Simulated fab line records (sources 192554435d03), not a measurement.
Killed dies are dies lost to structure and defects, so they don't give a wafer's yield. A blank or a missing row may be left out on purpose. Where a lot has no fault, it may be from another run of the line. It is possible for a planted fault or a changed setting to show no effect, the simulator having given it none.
Split-lot experiment	flow n5_finfet	route with 1938 steps; 7 lots, 21 wafers read

ABOUT THE SPLIT
At N5_BEOL_M14_ETCH_68 (etches SOC in N2/H2, time 450 s), the setting time_s was moved away from the recipe's 450 s on 9 of the 21 wafers read, by -20.4% to +22.4%. The other wafers ran this setting at the recipe's value.

The reading comes from the split's own step.

THE READING
SiARC_of_BEOL_M14_COAT_66.thk_nm (the simulator's own value, which no gauge read), in nm, at N5_BEOL_M14_ETCH_68 (etches SOC in N2/H2, time 450 s). No usual value for it is given in the file. Here, 12 wafers ran the recipe; their average is 65.0 nm with a standard deviation of 0.38 nm.

wafer	tool, chamber at the split	time_s as run, s	against the recipe	SiARC_of_BEOL_M14_COAT_66.thk_nm, nm	against lot-mates on the recipe
L076.1	rie_diel-04, 0	374.8	-16.7%	72.4	+7.6
L076.3	rie_diel-04, 2	374.8	-16.7%	71.4	+6.6
L076.6	rie_diel-04, 0	450	recipe	64.8	-
L082.2	rie_diel-03, 2	450	recipe	64.6	-
L082.4	rie_diel-03, 2	450	recipe	65.2	-
L082.5	rie_diel-03, 2	450	recipe	64.8	-
L088.1	rie_diel-03, 0	450	recipe	65.2	-
L088.3	rie_diel-03, 2	450	recipe	65.4	-
L088.4	rie_diel-03, 1	450	recipe	65.6	-
L090.1	rie_diel-03, 2	358.3	-20.4%	74.6	+10.4
L090.2	rie_diel-03, 3	450	recipe	64.2	-
L090.3	rie_diel-03, 1	358.3	-20.4%	74.8	+10.6
L091.3	rie_diel-03, 2	450	recipe	65	-
L091.4	rie_diel-03, 3	424.3	-5.7%	66.8	+1.7
L091.6	rie_diel-03, 0	450	recipe	65.2	-
L092.1	rie_diel-03, 1	366.7	-18.5%	74.2	+9.5
L092.3	rie_diel-03, 3	450	recipe	64.6	-
L092.4	rie_diel-03, 0	450	recipe	64.8	-
L096.2	rie_diel-01, 3	550.7	+22.4%	56	no lot-mate on the recipe
L096.3	rie_diel-01, 1	550.7	+22.4%	56.4	no lot-mate on the recipe
L096.5	rie_diel-01, 3	550.7	+22.4%	55.8	no lot-mate on the recipe

FIT RESULTS
A straight line over all 21 wafers: SiARC_of_BEOL_M14_COAT_66.thk_nm changes by -0.429 nm for each +1% of time_s; r = -0.99; the points scatter about the line by 0.62 nm.
The same after taking each lot's own level away (the mean of its wafers on the recipe; 18 wafers): -0.487 nm for each +1%; r = -0.99; scatter 0.55 nm.
On that fit, the largest move of time_s shifts the reading by 11 nm.
Across the lots, their own levels run from 64.20 to 65.40 nm, a range of 3.2 times the standard deviation given above.
Thus the slope moves with the lot-to-lot level: the two fits are different.
Check: with one of the wafers moved furthest among these (-20.4%) left out of the fit, the line predicts +9.66 nm for it against its lot-mates. Against them it came out at +10.4 nm.

THE FILE'S OWN FIT
SiARC_of_BEOL_M14_COAT_66.thk_nm changes by -0.484 nm for each +1% of time_s, r = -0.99.
